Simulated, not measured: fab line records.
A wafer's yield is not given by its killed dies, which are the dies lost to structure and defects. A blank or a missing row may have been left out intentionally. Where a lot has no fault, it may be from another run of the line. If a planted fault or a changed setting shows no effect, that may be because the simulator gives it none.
A lot that was struck, set against a sound lot -- flow n5Finfet -- 28 out of 1938 route steps
Sound: wafers L384.1, L384.3, L384.4. Struck: wafers L390.3, L390.4, L390.6. Last of all comes the cause.
For every step that has rows: the tool of each side, followed by ch and its chambers, followed by its first start. Under that, the readings that differ: sound wafers -- struck wafers -- difference of the means -- sigmas: that difference in standard deviations of wafers without a fault.
alike: readings whose means differ by less than 2 such deviations, and words and numbers that are the same on both sides. not compared: withheld readings, readings that some wafer has no value for, bounds like >300 that may hide the same value, and numbers for which the record gives no deviation and whose values overlap.
Wherever a step has rows on one side only, a row that says differs or no value, or a row with sigmas, the two part there. Numbers that don't overlap but have no deviation are shown without sigmas and don't part them. A reading missing from all wafers of one side parts the sides only when that side holds two or more wafers.

first, 3 steps without rows for these wafers: N5_BEOL_M4_CO_CAP_55 (material Co, precursor CCTBA/H2, target thk 2 nm, time 102.1 s); N5_BEOL_M4_PRE_CLEAN_56 (time 15 s); N5_BEOL_M4_DEP_57 (deposits SiCN from 3MS/NH3, target thk 8 nm, time 14 s).
N5_BEOL_M4_RS_MEAS_58: the measuring method here is four-point-probe.
  sound on filmMetro-02 at day 8 13:54; struck on filmMetro-02 at day 9 19:33
reading,sound,struck,difference,sigmas
M4_RS (ohm/sq),0.714 0.673 0.665,0.620 0.620 0.619,-0.064,-2
N5_BEOL_M4_INSPECT_59: inspects for defects (darkfield).
  sound on defectInspect-01 at day 8 13:55; struck on defectInspect-02 at day 9 19:34
  alike: rawDefectCount
N5_BEOL_M4_RC_MEAS_101:
  sound on prober-01 ch 0, day 8 13:57; struck on prober-01 ch 0, day 9 19:55
  alike: DIBL_N, DIBL_P, IOFF_N, IOFF_P, ION_N, ION_P, SS_N, SS_P, VT_N, VT_P
N5_BEOL_M5_ILD_DEP_00: deposits SiCOH lowk from DEMS/porogen, target thk 140.64 nm, time 25.9 s.
  sound on pecvd-04 ch 0,2, day 8 14:55; struck on pecvd-02 ch 1,2, day 9 20:34
  alike: heaterPowerW, showerheadPlenumPTorr, throttleValvePct
then, 1 step without rows for these wafers: N5_BEOL_M5_CURE_79 (cures SiCOH lowk, time 240 s).
N5_BEOL_M5_THK_MEAS_01:
  sound on filmMetro-01 at day 8 15:29; struck on filmMetro-01 at day 9 21:08
  alike: M5_ILD_THK
N5_BEOL_M5_PECVD_70: deposits SiO2 from TEOS/O2, target thk 16 nm, time 18 s.
  sound on pecvd-04 ch 0,2, day 8 15:31; struck on pecvd-04 ch 0,2, day 9 21:11
  alike: heaterPowerW, showerheadPlenumPTorr, throttleValvePct
then, 2 steps without rows for these wafers: N5_BEOL_M5_HM_DEP_02 (deposits TiN, target thk 20 nm); N5_BEOL_M5_COAT_59 (time 60 s, resist thk 60 nm).
N5_BEOL_M5_COAT_60: time 60 s, resist thk 12 nm.
  sound on lithoTrack-01 ch 0, day 8 16:12; struck on lithoTrack-02 ch 0, day 9 22:53
reading,sound,struck,difference,sigmas
dispensePressureKPa (kPa),46 46 46,57 57 57,+11,+2
spinSpeedRpm (rpm),1500.1 1500.8 1499.3,1555.4 1558.1 1555.0,+56.1,+58
then, 7 steps without rows for these wafers: N5_BEOL_M5_COAT_71 (time 60 s, resist thk 5 nm); N5_BEOL_M5_COAT_05 (resist thk 30 nm); N5_BEOL_M5_EBR_07; N5_BEOL_M5_SOFTBAKE_06 (time 60 s); N5_BEOL_M5_EXPOSE_08 (exposes mask M5, target cd 28 nm); N5_BEOL_M5_PEB_09 (peb time 60 s); N5_BEOL_M5_DEVELOP_10 (develop time 30 s).
N5_BEOL_M5_CD_MEAS_11: the cd target is 27.74 nm.
  sound on cdSem-01 ch 0, day 8 16:28; struck on cdSem-03 ch 0, day 9 23:28
  alike: cdNm
N5_BEOL_M5_OVL_MEAS_12:
  sound on overlay-01 ch 0, day 8 16:29; struck on overlay-02 ch 0, day 9 23:30
  alike: M5_OVL
N5_BEOL_M5_INSPECT_13: inspects for defects (brightfield).
  sound on defectInspect-01 at day 8 16:33; struck on defectInspect-02 at day 9 23:32
  alike: rawDefectCount
N5_BEOL_M5_DESCUM_16: chemistry O2, time 7 s.
  sound on rieDiel-01 ch 0,1, day 8 16:41; struck on rieDiel-03 ch 0,1,3, day 9 23:35
  alike: drypumpMotorCurrentA, oesProductAu, rfVppV, showerheadPlenumPTorr, throttleValvePct
  not compared: rfHoursCounterH
N5_BEOL_M5_ETCH_72: etches underlayer in N2/H2, target depth 6.5 nm, time 5.2 s.
  sound on rieDiel-01 ch 0,1, day 8 16:43; struck on rieDiel-03 ch 0,1,3, day 9 23:37
  alike: drypumpMotorCurrentA, etchRfOnTimeS, oesProductAu, rfVppV, showerheadPlenumPTorr, throttleValvePct
  not compared: rfHoursCounterH
N5_BEOL_M5_ETCH_61: etches SiARC in CF4, target depth 15.6 nm, time 26 s.
  sound on rieDiel-01 ch 0,1, day 8 16:44; struck on rieDiel-03 ch 0,1,3, day 9 23:38
reading,sound,struck,difference,sigmas
model.etch.depthNm (nm),12.04 11.96 12.01,11.83 11.9 11.86,-0.14,
  alike: drypumpMotorCurrentA, etchRfOnTimeS, oesProductAu, rfVppV, showerheadPlenumPTorr, throttleValvePct
  not compared: rfHoursCounterH
N5_BEOL_M5_ETCH_62: etches SOC in N2/H2, target depth 75 nm, overetch 15 nm, time 112.5 s.
  sound on rieDiel-01 ch 0,1, day 8 16:46; struck on rieDiel-03 ch 0,1,3, day 9 23:40
  alike: drypumpMotorCurrentA, oesProductAu, rfVppV, showerheadPlenumPTorr, throttleValvePct
  not compared: rfHoursCounterH
following that, these wafers have no rows for 1 step: N5_PASSIVATION_PROBE_49.

WHERE THEY PART
At N5_BEOL_M4_RS_MEAS_58 first; at N5_BEOL_M5_COAT_60 last (within this record only). Later steps at which nothing parts them and some readings are alike: N5_BEOL_M5_CD_MEAS_11, N5_BEOL_M5_OVL_MEAS_12, N5_BEOL_M5_INSPECT_13, N5_BEOL_M5_DESCUM_16, N5_BEOL_M5_ETCH_72, N5_BEOL_M5_ETCH_61, N5_BEOL_M5_ETCH_62.

WHY: what had been put in by the simulator
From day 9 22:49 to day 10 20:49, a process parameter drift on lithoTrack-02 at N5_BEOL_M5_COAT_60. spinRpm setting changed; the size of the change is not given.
